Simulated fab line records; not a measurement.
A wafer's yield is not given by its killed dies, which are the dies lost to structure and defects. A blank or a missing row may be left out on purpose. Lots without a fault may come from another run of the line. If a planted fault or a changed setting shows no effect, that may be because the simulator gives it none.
Chamber matching    flow n5_finfet    3 sister chambers for N5_BEOL_M0_SAQP_PECVD_00 on pecvd-04
The step deposits SiCN from 3MS/NH3, target thk 8 nm, time 14 s. 6 wafers are shown with their chamber, then 9 later ones without.

== WAFERS PAIRED WITH THEIR CHAMBERS ==
wafer   chamber  showerhead_plenum_p_Torr (Torr)  throttle_valve_pct (%)
L074.6  1        3.706                            9.5
L085.6  1        3.699                            9.2
L089.5  0        3.666                            8.9
L090.1  2        3.666                            8.8
L090.4  2        3.663                            8.7
L090.5  0        3.660                            8.7

== WAFERS WITH NO CHAMBER GIVEN ==
wafer   showerhead_plenum_p_Torr (Torr)  throttle_valve_pct (%)
L091.3  3.687                            9.5
L091.4  3.658                            8.9
L091.5  3.653                            8.9
L095.2  3.682                            9.3
L095.5  3.701                            9.5
L095.6  3.667                            9.3
L097.2  3.659                            9.1
L097.4  3.692                            9.6
L097.6  3.648                            9.1

== WHICH CHAMBER EACH ONE RAN IN ==
wafer   from the rows above           in truth
L091.3  1                             1
L091.4  can't be placed: 0 or 2       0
L091.5  can't be placed: 0 or 2       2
L095.2  can't be placed: 1 or 2 or 0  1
L095.5  1                             1
L095.6  can't be placed: 0 or 2       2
L097.2  can't be placed: 0 or 2       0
L097.4  1                             1
L097.6  can't be placed: 0 or 2       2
Correct placement for 3 of the 9. Can't be placed from these rows: 6 (the true chamber is among the candidates in 6). Wrongly placed: 0.
How it was worked out, from the rows above alone: a wafer's distance from a chamber is the root of the sum, over the readings, of the square of ((its reading less the chamber's mean) divided by the reading's scatter). If the next closest chamber is less than 2 further off than the closest, the wafer can't be placed; otherwise it belongs to the closest. The mean given for a chamber averages the wafers shown for that chamber. The scatter is the square root of a quotient: the sum, over the shown wafers, of each reading's squared deviation from its chamber's mean, divided by wafers minus chambers.
